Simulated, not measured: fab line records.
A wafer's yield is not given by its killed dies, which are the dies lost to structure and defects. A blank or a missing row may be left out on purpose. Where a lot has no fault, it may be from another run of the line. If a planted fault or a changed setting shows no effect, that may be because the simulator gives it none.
What tool caused it?    flow n5Finfet    72 wafers from 24 lots sampled at 5 of the route's 1938 steps

WHAT THE GAUGES READ, wafer by wafer
N5_BEOL_M7_INSPECT_30: inspects for defects (brightfield).
lot   measured      on                rawDefectCount
L076  day 9 00:51   defectInspect-02  334 325 231
L074  day 9 10:01   defectInspect-01  686 346 477
L075  day 9 15:31   defectInspect-01  572 529 508
L078  day 10 06:59  defectInspect-01  462 392 548
L077  day 10 07:01  defectInspect-01  561 483 474
L079  day 10 13:43  defectInspect-01  411 487 370
L081  day 10 13:46  defectInspect-01  631 595 469
L080  day 10 14:34  defectInspect-01  572 646 450
L082  day 11 08:20  defectInspect-01  517 475 466
L084  day 11 15:20  defectInspect-02  382 454 384
L083  day 11 15:31  defectInspect-02  314 311 361
L085  day 11 18:59  defectInspect-02  529 447 339
L086  day 12 00:30  defectInspect-02  319 637 452
L087  day 12 10:44  defectInspect-02  650 527 490
L088  day 12 14:38  defectInspect-02  593 480 611
L089  day 12 14:49  defectInspect-02  324 339 593
L090  day 12 17:48  defectInspect-02  279 388 342
L091  day 12 22:17  defectInspect-02  352 458 403
L093  day 13 22:23  defectInspect-02  293 363 429
L092  day 13 22:25  defectInspect-01  367 337 485
L095  day 14 07:37  defectInspect-01  415 390 468
L094  day 14 07:50  defectInspect-01  557 428 862
L096  day 14 12:22  defectInspect-01  392 415 436
L097  day 14 12:43  defectInspect-02  361 471 347

N5_BEOL_M7_RS_MEAS_57: measures by four-point-probe.
lot   measured      on            M7_RS (ohm/sq)
L076  day 9 04:34   filmMetro-02  0.290 0.283 0.286
L074  day 9 13:02   filmMetro-02  0.284 0.280 0.291
L075  day 9 18:36   filmMetro-01  0.310 0.291 0.298
L078  day 10 11:37  filmMetro-01  0.319 0.306 0.298
L077  day 10 11:38  filmMetro-01  0.281 0.294 0.277
L079  day 10 16:52  filmMetro-01  0.258 0.268 0.262
L081  day 10 17:31  filmMetro-01  0.303 0.289 0.297
L080  day 10 18:58  filmMetro-01  0.276 0.262 0.279
L082  day 11 11:22  filmMetro-01  0.268 0.271 0.309
L084  day 11 19:14  filmMetro-01  0.278 0.261 0.294
L083  day 11 19:37  filmMetro-02  0.280 0.269 0.269
L085  day 12 02:07  filmMetro-02  0.293 0.297 0.283
L086  day 12 05:26  filmMetro-01  0.299 0.304 0.301
L087  day 12 13:40  filmMetro-02  0.275 0.297 0.275
L088  day 12 18:58  filmMetro-02  0.299 0.310 0.300
L089  day 12 19:02  filmMetro-01  0.275 0.289 0.270
L090  day 12 21:49  filmMetro-01  0.283 0.291 0.296
L091  day 13 01:08  filmMetro-01  0.300 0.287 0.304
L093  day 14 01:02  filmMetro-02  0.270 0.295 0.273
L092  day 14 01:12  filmMetro-01  0.256 0.283 0.310
L095  day 14 11:27  filmMetro-01  0.287 0.270 0.280
L094  day 14 12:01  filmMetro-01  0.295 0.284 0.275
L096  day 14 16:39  filmMetro-01  0.279 0.278 0.291
L097  day 14 16:35  filmMetro-01  0.286 0.283 0.293

N5_BEOL_M8_OVL_MEAS_12.
lot   measured      on          M8_OVL (nm)
L076  day 9 07:51   overlay-01  -0.2 -0.9 1.3
L074  day 9 14:59   overlay-01  0.4 0.0 0.8
L075  day 9 21:19   overlay-01  1.2 0.2 0.6
L078  day 10 14:13  overlay-01  0.2 -0.3 0.9
L077  day 10 14:26  overlay-01  0.1 0.3 0.9
L079  day 10 19:05  overlay-02  0.6 -0.1 0.2
L081  day 10 19:21  overlay-01  -0.6 -1.4 0.1
L080  day 10 20:37  overlay-01  -1.8 -1.7 -1.1
L082  day 11 13:09  overlay-01  -0.4 -0.6 -0.3
L084  day 11 20:23  overlay-02  1.3 1.8 1.3
L083  day 12 01:18  overlay-01  0.5 0.9 0.6
L085  day 12 03:53  overlay-02  -0.2 -0.4 0.2
L086  day 12 09:10  overlay-02  0.0 -0.7 0.7
L087  day 12 16:14  overlay-01  0.2 1.1 0.7
L088  day 12 20:26  overlay-02  0.4 0.0 1.6
L089  day 12 20:36  overlay-02  -1.3 -2.3 -1.3
L090  day 12 23:33  overlay-02  -0.1 0.2 -0.2
L091  day 13 04:56  overlay-02  1.1 0.4 -0.1
L093  day 14 03:00  overlay-02  -0.2 0.2 -0.4
L092  day 14 03:10  overlay-02  1.3 0.0 0.6
L095  day 14 13:58  overlay-02  -0.1 -0.8 0.2
L094  day 14 14:07  overlay-01  0.4 -0.5 -0.1
L096  day 14 18:52  overlay-01  0.2 1.5 -0.7
L097  day 14 18:41  overlay-01  0.1 -0.4 -1.0

EACH LOT AND THE TOOL THAT RAN IT (in order: tool; ch and the chambers of the sampled wafers; start)
lot   N5_BEOL_M7_STRIP_36                N5_BEOL_M8_HM_DEP_02
L076  rieDiel-02 ch 0,2,3, day 9 01:38   pvdSputter-01, day 9 07:19
L074  rieDiel-01 ch 0,2,3, day 9 10:17   pvdSputter-01, day 9 14:35
L075  rieDiel-02 ch 1,3, day 9 15:47     pvdSputter-03, day 9 20:54
L078  rieDiel-03 ch 1,3, day 10 07:50    pvdSputter-01, day 10 13:49
L077  rieDiel-01 ch 0,1,2, day 10 07:58  pvdSputter-01, day 10 13:55
L079  rieDiel-01 ch 0,1,2, day 10 14:04  pvdSputter-02, day 10 18:33
L081  rieDiel-03 ch 0,3, day 10 14:19    pvdSputter-01, day 10 18:47
L080  rieDiel-02 ch 0,2, day 10 14:50    pvdSputter-01, day 10 20:03
L082  rieDiel-02 ch 0,1,3, day 11 08:35  pvdSputter-01, day 11 12:37
L084  rieDiel-02 ch 0,1,2, day 11 15:37  pvdSputter-01, day 11 19:59
L083  rieDiel-01 ch 0,1,2, day 11 16:07  pvdSputter-03, day 12 00:54
L085  rieDiel-02 ch 1,2,3, day 11 19:26  pvdSputter-03, day 12 03:22
L086  rieDiel-03 ch 0,1,3, day 12 00:46  pvdSputter-03, day 12 08:45
L087  rieDiel-02 ch 2,3, day 12 11:07    pvdSputter-02, day 12 15:43
L088  rieDiel-03 ch 1,3, day 12 14:55    pvdSputter-01, day 12 19:54
L089  rieDiel-01 ch 0,1,2, day 12 15:06  pvdSputter-03, day 12 19:57
L090  rieDiel-02 ch 2,3, day 12 18:31    pvdSputter-03, day 12 23:08
L091  rieDiel-03 ch 1,2,3, day 12 22:32  pvdSputter-01, day 13 04:32
L093  rieDiel-01 ch 0,1,2, day 13 22:38  pvdSputter-03, day 14 02:28
L092  rieDiel-02 ch 0,1,2, day 13 22:41  pvdSputter-01, day 14 02:32
L095  rieDiel-01 ch 0,1,3, day 14 07:53  pvdSputter-02, day 14 13:26
L094  rieDiel-01 ch 2,3, day 14 08:17    pvdSputter-02, day 14 13:32
L096  rieDiel-01 ch 0,1,3, day 14 12:38  pvdSputter-01, day 14 18:16
L097  rieDiel-01 ch 1,3, day 14 13:08    pvdSputter-01, day 14 18:10
- N5_BEOL_M7_STRIP_36: strips in N2/H2.
- N5_BEOL_M8_HM_DEP_02: deposits TiN, target thk 20 nm.

WHAT THE TOOLS THEMSELVES READ (means of the sampled wafers that have a number; where no wafer has one, the mark that the record gives instead)
N5_BEOL_M7_STRIP_36.
lot   tool        drypumpMotorCurrentA (A)  n2FlowSccm (sccm)  oesProductAu (a.u.)  rfVppV (V)  showerheadPlenumPTorr (Torr)  throttleValvePct (%)
L076  rieDiel-02  5.9                       199.9              0.70                 57.9        2.59                          24.3
L074  rieDiel-01  5.6                       199.7              0.75                 60.4        2.57                          23.9
L075  rieDiel-02  5.7                       200.9              0.71                 57.9        2.44                          24.1
L078  rieDiel-03  6.0                       199.7              0.76                 59.4        2.57                          23.8
L077  rieDiel-01  5.4                       200.7              0.83                 59.7        2.57                          23.9
L079  rieDiel-01  5.4                       199.5              0.83                 59.0        2.57                          23.9
L081  rieDiel-03  6.3                       200.0              0.78                 60.8        2.64                          23.2
L080  rieDiel-02  6.0                       200.4              0.81                 60.4        2.63                          23.9
L082  rieDiel-02  5.8                       200.0              0.78                 58.3        2.50                          24.0
L084  rieDiel-02  5.9                       199.7              0.78                 59.9        2.55                          23.9
L083  rieDiel-01  5.4                       200.1              0.82                 59.8        2.56                          23.9
L085  rieDiel-02  5.8                       199.6              0.70                 58.0        2.51                          24.2
L086  rieDiel-03  6.1                       199.5              0.78                 59.8        2.60                          23.5
L087  rieDiel-02  5.9                       200.5              0.71                 58.1        2.58                          24.3
L088  rieDiel-03  6.0                       200.6              0.76                 58.6        2.57                          23.8
L089  rieDiel-01  5.4                       199.7              0.80                 60.4        2.56                          23.9
L090  rieDiel-02  5.9                       200.2              0.70                 59.7        2.58                          24.3
L091  rieDiel-03  6.2                       200.1              0.76                 60.4        2.56                          23.6
L093  rieDiel-01  5.4                       199.6              0.78                 59.5        2.56                          23.9
L092  rieDiel-02  5.9                       200.0              0.76                 58.5        2.54                          23.9
L095  rieDiel-01  5.7                       200.0              0.84                 59.2        2.53                          23.4
L094  rieDiel-01  5.7                       199.7              0.85                 59.1        2.54                          24.1
L096  rieDiel-01  5.7                       199.8              0.83                 59.2        2.52                          23.4
L097  rieDiel-01  5.9                       200.0              0.89                 58.8        2.48                          23.3

N5_BEOL_M8_HM_DEP_02.
lot   tool           substrateTempC (C)  throttleValvePct (%)
L076  pvdSputter-01  24.96               30.6
L074  pvdSputter-01  25.01               29.8
L075  pvdSputter-03  24.96               28.9
L078  pvdSputter-01  25.13               29.6
L077  pvdSputter-01  24.93               28.9
L079  pvdSputter-02  25.09               31.3
L081  pvdSputter-01  25.03               30.4
L080  pvdSputter-01  25.08               28.8
L082  pvdSputter-01  24.99               29.7
L084  pvdSputter-01  24.97               29.7
L083  pvdSputter-03  24.97               29.8
L085  pvdSputter-03  25.00               29.9
L086  pvdSputter-03  24.97               30.2
L087  pvdSputter-02  24.94               31.6
L088  pvdSputter-01  24.89               29.6
L089  pvdSputter-03  25.12               30.0
L090  pvdSputter-03  24.95               31.0
L091  pvdSputter-01  24.99               29.7
L093  pvdSputter-03  24.98               29.9
L092  pvdSputter-01  25.06               29.7
L095  pvdSputter-02  24.91               31.6
L094  pvdSputter-02  25.00               31.9
L096  pvdSputter-01  25.03               29.8
L097  pvdSputter-01  25.01               30.7

THE ANSWER, worked out from the rows above alone
Rule: what is usual is taken from the lots themselves. The widest of any qualifying gaps counts: lots, ordered by their means at a reading, are off when they make up no more than a third of the lots, leave a main group of 4 or more, and stand apart from it by 3 or more times the standard deviation of that group's means. Not used: any main group whose means are identical at the precision the tables above print for the reading. A lot without any number at a reading at which 4 lots or more have one is off too. Any other lot the step has rows for is counted as sound. After the gauges, taken in route order, come the tools' own readings; for these a lot's mean is taken, as printed above. At the first step where some lot is off, the reading lying furthest off is the one used; lots without a number count as furthest.
Nothing can be told from this: no lot is off at any reading shown.

WHAT THE SIMULATOR PUT IN
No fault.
